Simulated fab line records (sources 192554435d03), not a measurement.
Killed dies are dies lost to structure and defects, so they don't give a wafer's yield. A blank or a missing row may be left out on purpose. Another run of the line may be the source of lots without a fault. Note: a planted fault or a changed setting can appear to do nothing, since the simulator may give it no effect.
Matching of chambers    flow n5-finfet    N5_BEOL_M6_ETCH_72 on rie-diel-04 has 4 sister chambers
The step etches underlayer in N2/H2, target depth 6.5 nm, time 5.2 s. 18 wafers are shown with their chamber, then 9 later ones without.

== EACH WAFER AND ITS CHAMBER ==
wafer   chamber  drypump-motor-current-A (A)  showerhead-plenum-p-Torr (Torr)  throttle-valve-pct (%)
L074.3  3        6.5                          2.60                             17.62
L074.4  1        6.3                          2.60                             18.00
L074.6  3        6.6                          2.60                             17.64
L078.2  3        6.6                          2.59                             17.66
L078.4  2        4.9                          2.54                             17.54
L078.6  2        4.9                          2.54                             17.53
L086.3  0        5.7                          2.47                             17.22
L086.4  0        5.8                          2.47                             17.22
L086.5  1        6.4                          2.59                             18.05
L089.2  2        4.9                          2.53                             17.58
L089.4  3        6.6                          2.59                             17.36
L089.6  2        4.9                          2.53                             17.58
L091.1  1        6.4                          2.58                             18.06
L091.2  0        5.8                          2.46                             17.25
L091.4  2        4.9                          2.53                             17.57
L093.1  3        6.6                          2.58                             17.42
L093.5  1        6.4                          2.58                             18.06
L093.6  0        5.7                          2.46                             17.25

SIGNATURES (averages over the wafers above)
reading                   chamber 0  chamber 1  chamber 2  chamber 3  scatter within a chamber
drypump-motor-current-A   5.750      6.375      4.900      6.580      0.0427
showerhead-plenum-p-Torr  2.4650     2.5875     2.5340     2.5920     0.00744
throttle-valve-pct        17.2350    18.0425    17.5600    17.5400    0.0771
Rule: distance of a wafer from a chamber = root of the sum over the readings of ((wafer's reading minus chamber's mean) / reading's scatter) squared. If the next closest chamber is less than 2 further off than the closest, the wafer can't be placed; otherwise it belongs to the closest. The scatter is the square root of a quotient: the sum, over the shown wafers, of each reading's squared deviation from its chamber's mean, divided by wafers minus chambers.

== WAFERS WITHOUT THEIR CHAMBER ==
wafer   drypump-motor-current-A (A)  showerhead-plenum-p-Torr (Torr)  throttle-valve-pct (%)
L094.2  5.8                          2.46                             17.25
L094.3  6.4                          2.58                             18.06
L094.4  6.6                          2.58                             17.37
L092.1  5.8                          2.46                             17.27
L092.4  4.9                          2.52                             17.60
L092.6  6.4                          2.58                             18.08
L097.1  6.4                          2.58                             18.10
L097.2  5.8                          2.45                             17.28
L097.4  4.9                          2.52                             17.61

== EACH ONE'S CHAMBER ==
wafer   from the rows above  in truth
L094.2  0                    0
L094.3  1                    1
L094.4  3                    3
L092.1  0                    0
L092.4  2                    2
L092.6  1                    1
L097.1  1                    1
L097.2  0                    0
L097.4  2                    2
Correctly placed: 9 of 9. Number that these rows cannot place: 0. 0 placed wrongly.
